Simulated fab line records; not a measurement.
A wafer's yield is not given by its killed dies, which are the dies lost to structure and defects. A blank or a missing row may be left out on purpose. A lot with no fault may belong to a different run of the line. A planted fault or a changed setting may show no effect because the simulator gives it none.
A lot that was struck, set against a sound lot -- flow n5_finfet -- 16 steps out of a route of 1938
Sound: wafers L565.1, L565.4, L565.6. Struck: wafers L570.1, L570.2, L570.5. At the end, the cause is stated.
Per side, at each step with rows, come the tool, then ch with its chambers, and then its first start. Under that, the readings that differ: sound wafers -- struck wafers -- difference of the means -- sigmas: that difference in standard deviations of wafers without a fault.
alike: words and numbers the same on both sides, and readings whose means are apart by under 2 such deviations; not compared: readings that were withheld, readings missing a value for some wafer, numbers with overlapping values and no deviation given by the record, and bounds like >300 which may hide the same value.
Wherever a step has rows on one side only, a row that says differs or no value, or a row with sigmas, the two part there. Numbers that have no deviation but don't overlap get no sigmas and don't part them. Lack of a reading on every wafer of one side parts them only where that side has two or more wafers.

first, 8 steps without rows for these wafers: N5_BEOL_M2_COAT_62 (time 60 s, resist thk 12 nm); N5_BEOL_M2_COAT_73 (time 60 s, resist thk 5 nm); N5_BEOL_M2_COAT_05 (resist thk 30 nm); N5_BEOL_M2_EBR_07; N5_BEOL_M2_SOFTBAKE_06 (time 60 s); N5_BEOL_M2_EXPOSE_08 (exposes mask M2); N5_BEOL_M2_PEB_09 (peb time 60 s); N5_BEOL_M2_DEVELOP_10 (develop time 30 s).
N5_BEOL_M2_CD_MEAS_11: target cd 16.79 nm.
  sound on cd_sem-03 ch 0, day 6 12:08; struck on cd_sem-01 ch 0, day 7 18:31
  alike: cd_nm
N5_BEOL_M2_OVL_MEAS_12:
  sound on overlay-01 ch 0, day 6 12:10; struck on overlay-01 ch 0, day 7 18:33
reading,sound,struck,difference,sigmas
M2_OVL (nm),-1.6 -1.7 -0.9,0.5 0.2 0.6,+1.8,+2
N5_BEOL_M2_INSPECT_13: inspects for defects (brightfield).
  struck on defect_inspect-02, day 7 18:36; sound on defect_inspect-02, day 6 12:14
reading,sound,struck,difference,sigmas
raw_defect_count,609 667 632,323 398 378,-270,-3
N5_BEOL_M2_DESCUM_16: chemistry O2, time 7 s.
  sound on rie_diel-01 ch 0,1,2, day 6 12:19; struck on rie_diel-01 ch 1,2,3, day 7 18:38
  alike: drypump_motor_current_A, oes_product_au, rf_vpp_V, showerhead_plenum_p_Torr, throttle_valve_pct
  not compared: rf_hours_counter_h
N5_BEOL_M2_ETCH_74: etches underlayer in N2/H2, target depth 6.5 nm, time 5.2 s.
  sound on rie_diel-01 ch 0,1,2, day 6 12:20; struck on rie_diel-01 ch 1,2,3, day 7 18:40
reading,sound,struck,difference,sigmas
etch_rf_on_time_s (s),5.22 5.30 5.19,3.64 3.67 3.63,-1.59,-24
oes_product_au (a.u.),0.56 0.60 0.77,0.93 0.73 1.03,+0.25,+3
  alike: bias_w, drypump_motor_current_A, rf_vpp_V, showerhead_plenum_p_Torr, throttle_valve_pct
  not compared: rf_hours_counter_h
N5_BEOL_M2_ETCH_63: etches SiARC in CF4, target depth 15.6 nm, time 26 s.
  sound on rie_diel-01 ch 0,1,2, day 6 12:22; struck on rie_diel-01 ch 1,2,3, day 7 18:41
  alike: bias_w, cf4_flow_sccm, drypump_motor_current_A, etch_rf_on_time_s, oes_product_au, rf_vpp_V, showerhead_plenum_p_Torr, throttle_valve_pct
  not compared: rf_hours_counter_h
N5_BEOL_M4_RC_MEAS_101:
  sound on prober-01 ch 0, day 7 19:52; struck on prober-01 ch 0, day 9 01:26
  alike: DIBL_N, DIBL_P, IOFF_N, IOFF_P, ION_N, ION_P, SS_N, SS_P, VT_N, VT_P
-- here the record skips 4 days between the struck wafers' starts before and after, leaving off in module BEOL_M4 and picking up in module PASSIVATION (first step shown: number 1936 of the route) --
N5_PASSIVATION_PROBE_49:
  only the struck wafers here have rows in the record (prober-01, day 13 07:20); the sound ones have none

WHERE THEY PART
Earliest at N5_BEOL_M2_OVL_MEAS_12; latest, in this record, at N5_PASSIVATION_PROBE_49.

WHY: the cause the simulator had injected
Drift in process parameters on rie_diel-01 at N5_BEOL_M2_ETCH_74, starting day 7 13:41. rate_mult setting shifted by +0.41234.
